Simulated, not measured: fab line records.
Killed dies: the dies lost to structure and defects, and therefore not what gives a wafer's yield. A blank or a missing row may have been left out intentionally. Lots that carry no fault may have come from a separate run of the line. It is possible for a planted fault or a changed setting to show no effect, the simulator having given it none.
fab line records    flow nandHarc
[record] lots = 11  wafers = 33  lastDay = 23
route steps=1159 shown A_M1@1037 A_BONDPAD@1079 THIN_TSV@1125 END@1158
lots with no fault: from the same line, run without faults
startH: the number of hours between the record's first day and the start of the first shown wafer of the lot    waitH: how many hours have passed since the lot's step before this one    " identical to the entry in the row above    L1.1+2: several wafers, shown together as one row    - either no value or no given start    * or withheld: withheld    < > ~ a bound
route shown NAME@n: a module of which the file shows steps, and the number in the route of the first    usual: the fault-free wafers' mean and standard deviation    same: alike in all rows    chamber/n: place in a boat    sites: each site's reading    _std_site: how widely they spread, as a standard deviation    _edge_site: the outer-site mean with the inner-site mean subtracted    radiusMm: for every site, how far away it sits from the centre of the wafer    mask NAME#n: copy n    behind: the most recent tool/chamber to have shaped the wafer    hold: reason for holding the lot/hours on hold/outcome of the hold    device: names the non-switching transistor (n, p or np)    end of line: tests run on the same wafers once the route is complete    step lacking rows: just its recipe    killed: not the wafer's yield, but the dies lost to structure and defects at the first sort    map: shows each die of a wafer: x if killed, . if not, _ if none is there
set.NAME: the setting as run; set.NAME@STEP: as run at that earlier step    model.NAME: the simulator's own value behind a step, which no gauge read
the route's steps for a sample of lots (tables are steps, rows are wafers)
services: a tool's chamber out of use, with start hour (startH, from the record's first day; less than 0 if before it), hours out, and reason
[[steps]]
[step NHARC_A_M1_OVL_MEAS_10]
[recipe] pitchNm = 240
[usual] overlayXNm = 0.1/0.83  overlayYNm = 0.1/0.84
lot.wafer  tool        chamber  startH  waitH  overlayXNm  overlayYNm
L795.2     overlay-01  -        407.99  -      -0.8        0.3
L795.3     "           -        "       "      -1.0        -0.1
L795.4     "           -        "       "      -1.1        -0.2
L794.1     overlay-01  -        408.96  -      0.0         0.1
L794.5     "           -        "       "      -0.7        0.3
L794.6     "           -        "       "      -0.8        0.6
L796.1     overlay-02  -        409.93  -      -0.3        -1.5
L796.2     "           -        "       "      -0.7        -1.5
L796.4     "           -        "       "      -0.5        -1.5
L799.2     overlay-01  -        415.14  -      -0.1        1.3
L799.3     "           -        "       "      0.6         0.8
L799.6     "           -        "       "      -0.6        1.2
L797.2     overlay-01  -        424.72  -      -1.1        0.9
L797.3     "           -        "       "      -0.5        0.7
L797.5     "           -        "       "      -0.8        1.1
L800.1     overlay-02  -        433.36  -      -0.4        0.5
L800.2     "           -        "       "      -0.3        0.0
L800.6     "           -        "       "      -0.6        1.3
L805.2     overlay-02  -        469.62  -      0.0         0.9
L805.3     "           -        "       "      -0.1        1.0
L805.6     "           -        "       "      0.3         1.4
L808.1     overlay-02  -        470.03  -      0.4         -0.4
L808.4     "           -        "       "      0.6         -0.4
L808.5     "           -        "       "      0.0         -0.3
L807.2     overlay-02  -        470.51  -      0.1         0.0
L807.3     "           -        "       "      0.5         0.0
L807.4     "           -        "       "      -0.4        0.1
L806.3     overlay-02  -        477.84  -      -0.6        0.7
L806.4     "           -        "       "      -0.3        0.5
L806.5     "           -        "       "      -0.7        0.7
L811.2     overlay-02  -        509.12  -      0.3         0.0
L811.3     "           -        "       "      0.9         0.3
L811.4     "           -        "       "      0.6         -0.5
[step NHARC_A_BONDPAD_STRIP_15]
[recipe] o2FlowSccm = 500  arFlowSccm = 0  biasW = 0  chemistry = O2
[usual] drypumpMotorCurrentA = 5.8/0.5  oesProductAu = 1.000/0.012  rfVppV = 57.7/0.85  showerheadPlenumPTorr = 3.52/0.15  throttleValvePct = 17.036/0.0085
lot.wafer  tool        chamber  startH  waitH  drypumpMotorCurrentA  oesProductAu  rfHoursCounterH  rfVppV  showerheadPlenumPTorr  throttleValvePct
L795.4     rieDiel-09  0        413.21  0.1    6.5                   1.009         5                57.9    3.51                   17.048
L795.3     "           1        "       "      6.3                   0.997         6                58.6    3.58                   17.022
L795.2     "           2        "       "      5.5                   1.001         6                58.4    3.78                   17.043
L794.1     rieDiel-06  0        414.19  0.1    5.4                   0.995         65               57.3    3.27                   17.046
L794.5     "           0        "       "      5.4                   1.000         -                57.2    3.27                   17.023
L794.6     "           1        "       "      6.1                   0.973         -                57.9    3.51                   17.028
L796.4     rieDiel-11  1        415.21  0.1    5.8                   0.994         7                56.9    3.43                   17.028
L796.2     "           3        "       "      5.1                   1.005         9                57.4    3.35                   17.031
L796.1     "           0        "       "      5.6                   1.024         9                56.7    3.28                   17.032
L799.2     rieDiel-09  3        420.40  0.1    5.3                   1.016         6                56.5    3.45                   17.052
L799.3     "           1        "       "      6.3                   1.007         6                58.2    3.58                   17.035
L799.6     "           0        "       "      6.6                   1.001         -                57.0    3.51                   17.034
L797.3     rieDiel-09  2        430.36  0.1    5.5                   0.997         6                58.2    3.78                   17.040
L797.2     "           3        "       "      5.2                   1.016         7                58.8    3.45                   17.046
L797.5     "           1        "       "      6.3                   1.002         -                57.1    3.58                   17.025
L800.2     rieDiel-11  1        438.70  0.1    5.8                   0.996         12               57.3    3.43                   17.037
L800.1     "           2        "       "      5.2                   1.002         12               55.3    3.47                   17.026
L800.6     "           0        "       "      5.6                   0.996         -                56.9    3.27                   17.046
L805.2     rieDiel-09  3        474.86  0.1    5.2                   1.020         1                58.1    3.45                   17.050
L805.3     "           0        "       "      6.5                   0.997         1                57.3    3.51                   17.043
L805.6     "           1        "       "      6.3                   0.971         -                59.5    3.58                   17.052
L808.4     rieDiel-09  1        475.33  0.1    6.3                   0.981         1                57.1    3.58                   17.051
L808.1     "           2        "       "      5.5                   1.013         1                58.4    3.78                   17.030
L808.5     "           0        "       "      6.5                   0.992         -                58.6    3.50                   17.044
L807.3     rieDiel-09  1        475.79  0.1    6.3                   0.983         1                56.7    3.58                   17.040
L807.2     "           2        "       "      5.5                   1.009         1                57.2    3.78                   17.032
L807.4     "           3        "       "      5.2                   1.026         1                56.7    3.45                   17.044
L806.4     rieDiel-11  3        483.93  0.1    5.1                   1.009         21               58.7    3.34                   17.027
L806.3     "           1        "       "      5.8                   0.988         20               56.7    3.43                   17.046
L806.5     "           3        "       "      5.1                   1.008         -                56.7    3.34                   17.031
L811.3     rieDiel-09  2        514.57  0.1    5.5                   1.007         2                59.1    3.78                   17.057
L811.4     "           0        "       "      6.5                   1.005         2                57.8    3.50                   17.046
L811.2     "           1        "       "      6.3                   1.000         2                57.6    3.58                   17.045
[step NHARC_THIN_TSV_ETCHBACK_48]
[recipe] targetDepthA = 10285  overEtchFrac = 0.3  timeS = 405.17  ionEnergyEv = 250  c4f8FlowSccm = withheld  arFlowSccm = withheld  rfW = 600  biasW = 300  chemistry = C4F8/Ar
[usual] oesProductAu = 0.934/0.025  rfVppV = 547.1/3
lot.wafer  tool        chamber  startH  waitH  oesProductAu  rfHoursCounterH  rfVppV
L795.3     rieDiel-08  0        436.83  -      0.924         8                545.7
L795.4     "           1        "       "      0.915         7                550.1
L795.2     "           2        "       "      0.925         9                549.7
L794.1     rieDiel-08  2        438.09  -      0.918         9                548.9
L794.5     "           3        "       "      0.911         -                542.5
L794.6     "           0        "       "      0.929         -                547.7
L796.2     rieDiel-08  1        439.31  -      0.920         7                549.0
L796.1     "           3        "       "      0.910         10               542.4
L796.4     "           0        "       "      0.927         9                547.5
L799.3     rieDiel-01  2        440.35  -      0.932         11               550.4
L799.2     "           0        "       "      0.924         8                541.8
L799.6     "           2        "       "      0.937         -                552.0
L797.3     rieDiel-08  0        446.19  -      0.935         9                548.2
L797.2     "           2        "       "      0.930         10               548.4
L797.5     "           1        "       "      0.927         -                547.9
L800.1     rieDiel-01  3        456.00  -      0.929         11               549.3
L800.2     "           1        "       "      0.916         11               546.8
L800.6     "           3        "       "      0.928         -                550.5
L805.3     rieDiel-07  1        493.09  -      0.924         8                544.1
L805.2     "           2        "       "      0.910         9                547.8
L805.6     "           1        "       "      0.931         -                544.5
L807.3     rieDiel-07  2        494.37  -      0.917         9                550.8
L807.2     "           0        "       "      0.910         9                546.4
L807.4     "           1        "       "      0.921         -                542.6
L808.1     rieDiel-08  0        495.56  -      0.965         1                549.1
L808.4     "           1        "       "      0.952         1                547.6
L808.5     "           2        "       "      0.999         -                549.4
L806.3     rieDiel-01  3        501.14  -      1.022         0                549.6
L806.4     "           2        "       "      1.013         0                551.0
L806.5     "           0        "       "      1.013         -                540.9
L811.3     rieDiel-08  0        535.03  -      0.931         3                546.9
L811.4     "           2        "       "      0.950         4                548.3
L811.2     "           3        "       "      0.913         3                541.9
[step NHARC_END_WLT_00]
[usual] VT_DECK1_BOTTOM = 0.868/0.0077  VT_DECK1_BOTTOM_INNER = 0.868/0.0071  VT_DECK1_MEDIAN_NEAR_BOTTOM = 0.869/0.0074  VT_DECK1_MEDIAN_NEAR_BOTTOM_INNER = 0.869/0.0068  VT_DECK1_MIDDLE = 0.881/0.0066  VT_DECK1_MIDDLE_INNER = 0.882/0.0061  VT_DECK1_TOP = 0.893/0.0059  VT_DECK1_TOP_INNER = 0.893/0.0062
lot.wafer  tool       chamber  startH  waitH  VT_DECK1_BOTTOM  VT_DECK1_BOTTOM_INNER  VT_DECK1_MEDIAN_NEAR_BOTTOM  VT_DECK1_MEDIAN_NEAR_BOTTOM_INNER  VT_DECK1_MIDDLE  VT_DECK1_MIDDLE_INNER  VT_DECK1_TOP  VT_DECK1_TOP_INNER
L799.2     prober-02  -        447.83  0.5    0.875            0.869                  0.872                        0.874                              0.882            0.885                  0.893         0.891
L799.3     "          -        "       "      0.862            0.869                  0.872                        0.869                              0.880            0.894                  0.894         0.901
L799.6     "          -        449.83  2.5    0.871            0.866                  0.877                        0.868                              0.880            0.884                  0.897         0.903
L794.1     prober-01  -        452.41  5.1    0.866            0.869                  0.871                        0.873                              0.879            0.886                  0.884         0.894
L794.5     "          -        454.41  7.1    0.872            0.870                  0.870                        0.870                              0.887            0.886                  0.901         0.893
L794.6     "          -        "       "      0.874            0.874                  0.873                        0.873                              0.885            0.893                  0.896         0.896
L795.2     prober-02  -        455.65  8.4    0.875            0.873                  0.879                        0.885                              0.883            0.883                  0.899         0.893
L795.3     "          -        "       "      0.875            0.868                  0.877                        0.875                              0.888            0.879                  0.896         0.894
L795.4     "          -        "       "      0.878            0.875                  0.883                        0.869                              0.880            0.890                  0.891         0.894
L796.1     prober-01  -        460.16  12.9   0.867            0.868                  0.854                        0.867                              0.874            0.879                  0.891         0.892
L796.2     "          -        "       "      0.872            0.869                  0.874                        0.864                              0.880            0.879                  0.888         0.886
L796.4     "          -        461.66  14.4   0.867            0.864                  0.868                        0.875                              0.877            0.885                  0.904         0.891
L797.2     prober-01  -        468.48  14.1   0.862            0.864                  0.862                        0.859                              0.872            0.871                  0.889         0.887
L797.3     "          -        "       "      0.871            0.878                  0.881                        0.877                              0.881            0.877                  0.891         0.886
L797.5     "          -        469.98  15.6   0.854            0.849                  0.860                        0.860                              0.877            0.869                  0.886         0.895
L800.1     prober-02  -        470.59  3.8    0.862            0.858                  0.868                        0.859                              0.885            0.880                  0.893         0.890
L800.2     "          -        "       "      0.863            0.867                  0.867                        0.866                              0.882            0.887                  0.896         0.897
L800.6     "          -        473.11  6.4    0.863            0.868                  0.873                        0.872                              0.884            0.868                  0.892         0.898
L807.2     prober-01  -        505.40  0.6    0.866            0.872                  0.877                        0.875                              0.876            0.876                  0.895         0.899
L807.3     "          -        "       "      0.862            0.856                  0.871                        0.858                              0.879            0.888                  0.898         0.896
L807.4     "          -        "       "      0.867            0.867                  0.876                        0.868                              0.887            0.885                  0.897         0.900
L805.2     prober-02  -        505.40  0.6    0.866            0.863                  0.872                        0.866                              0.881            0.882                  0.892         0.906
L805.3     "          -        "       "      0.872            0.867                  0.871                        0.863                              0.885            0.887                  0.896         0.897
L805.6     "          -        507.39  2.5    0.878            0.864                  0.868                        0.874                              0.888            0.885                  0.894         0.897
L808.1     prober-01  -        512.68  7.8    0.876            0.874                  0.870                        0.889                              0.895            0.890                  0.897         0.888
L808.4     "          -        514.14  9.3    0.867            0.853                  0.870                        0.875                              0.878            0.874                  0.895         0.890
L808.5     "          -        "       "      0.865            0.873                  0.868                        0.870                              0.882            0.878                  0.896         0.890
L806.3     prober-01  -        521.42  10.6   0.870            0.871                  0.871                        0.879                              0.874            0.880                  0.888         0.892
L806.4     "          -        "       "      0.858            0.858                  0.862                        0.864                              0.874            0.879                  0.894         0.885
L806.5     "          -        "       "      0.851            0.865                  0.865                        0.865                              0.866            0.887                  0.896         0.894
L811.2     prober-02  -        554.66  8.4    0.867            0.871                  0.875                        0.867                              0.881            0.879                  0.896         0.885
L811.3     "          -        "       "      0.865            0.861                  0.863                        0.865                              0.884            0.874                  0.890         0.890
L811.4     "          -        "       "      0.856            0.865                  0.865                        0.873                              0.880            0.878                  0.896         0.886
[step NHARC_END_SORT_01]
[recipe] tempC = 25
[usual] defectLimitedYield = 96.0/1.3  killedAtArray = 24/8.4  killedAtOther = 0.7/1.1  killedAtPeriphery = 2.9/1.7  killedDies = 27/8.6  killedOpen = 3.3/1.8  killedShort = 1.8/1.4  sort_bin_2_pct = 1.3/0.56  sort_bin_3_pct = 0.19/0.18  sort_bin_4_pct = 2.6/0.84  sortNPass = 650/8.6  sortRimYieldPct = 96.1/2.3  sortYieldPct = 96.0/1.3
[same] grossDies = 677  sort_bin_5_pct[%] = 0  sort_bin_6_pct[%] = 0  sort_bin_7_pct[%] = 0  sort_bin_8_pct[%] = 0  sortRimNGross = 106.00
lot.wafer  tool       chamber  startH  waitH  defectLimitedYield[%]  killedAtArray  killedAtOther  killedAtPeriphery  killedDies  killedOpen  killedShort  sort_bin_2_pct[%]  sort_bin_3_pct[%]  sort_bin_4_pct[%]  sortNPass  sortRimYieldPct[%]  sortYieldPct[%]
L811.2     prober-02  0        557.98  2.8    89.4                   26             46             0                  72          4           3            4.7                1.92               4.0                605        85.8                89.4
L811.3     prober-02  0        558.78  3.1    95.0                   32             0              2                  34          4           2            2.1                0.30               2.7                643        97.2                95.0
L811.4     prober-02  0        559.58  3.4    95.3                   30             1              1                  32          2           1            1.0                0.15               3.5                645        99.1                95.3
// killed by level:class
L811.2 THIN_TSV:unspecified=44 A_CHANNEL_HOLE_D1:chamberFilmFlake=10 A_WL_FILL:chamberFilmFlake=5 A_STAIRCASE:chamberFilmFlake=3 A_CONTACT:geometricParticle:open=2 A_CONTACT:chamberFilmFlake=2 A_ONON_D1:geometricParticle:short=1 A_SGD_CUT:geometricParticle:open=1
L811.3 A_CHANNEL_HOLE_D1:chamberFilmFlake=20 A_CONTACT:chamberFilmFlake=4 P_M0:geometricParticle:open=1 A_SOURCE_PLATE:geometricParticle:open=1 A_ONON_D1:geometricParticle:short=1 A_WL_FILL:geometricParticle:open=1 A_WL_FILL:geometricParticle:short=1 A_BLC:geometricParticle:open=1
L811.4 A_CHANNEL_HOLE_D1:chamberFilmFlake=21 A_STAIRCASE:chamberFilmFlake=3 A_CONTACT:chamberFilmFlake=3 P_M0:geometricParticle:open=1 A_SOURCE_PLATE:geometricParticle:open=1 A_SGD_CUT:geometricParticle:short=1 A_WL_FILL:chamberFilmFlake=1 THIN_TSV:chamberFilmFlake=1
[[services]]
tool        chamber  startH  hours  kind
rieDiel-11  2        389.44  2.3    repair
rieDiel-06  1        401.58  7.4    repair
rieDiel-07  -        405.20  9.0    pm
rieDiel-09  0        410.14  -      clean
rieDiel-09  1        410.14  -      clean
rieDiel-09  2        410.14  -      clean
rieDiel-09  3        410.14  -      clean
rieDiel-06  -        418.21  9.0    pm
rieDiel-09  -        431.17  9.0    pm
rieDiel-09  0        431.17  9.0    ventCycle
rieDiel-09  1        431.17  9.0    ventCycle
rieDiel-09  2        431.17  9.0    ventCycle
rieDiel-09  3        431.17  9.0    ventCycle
rieDiel-09  0        440.17  -      clean
rieDiel-09  1        440.17  -      clean
rieDiel-09  2        440.17  -      clean
rieDiel-09  3        440.17  -      clean
rieDiel-08  2        450.55  1.4    repair
rieDiel-06  2        465.01  7.0    repair
rieDiel-11  0        469.31  12.6   repair
rieDiel-06  3        471.49  6.7    repair
rieDiel-08  -        478.80  9.0    pm
rieDiel-07  3        482.81  18.6   repair
rieDiel-01  -        491.87  9.0    pm
[[key]]
[firstSign] step = NHARC_END_SORT_01  reading = killedAtOther  direction = up  sigmas = 40  usual = 0.7  struck = 46
[effect] step = NHARC_END_SORT_01  reading = killedDies  direction = up  sigmas = 5.2  usual = 27  struck = 72
[moreKillsBornAt] NHARC_THIN_TSV_ETCHBACK_48@rieDiel-08 = 44
metAt NHARC_THIN_TSV_ETCHBACK_48
struckLots L811
struckWafers L811.2
notActingAt NHARC_A_M1_OVL_MEAS_10,NHARC_A_BONDPAD_STRIP_15,NHARC_END_WLT_00
onsetBetween 439.31 535.03
[fault] kind = chamberParticleSource  tool = rieDiel-08  chamber = 3  onsetH = 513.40  steps = NHARC_THIN_TSV_ETCHBACK_48  ratePerVisitCm2 = 0.38195  endH = 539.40
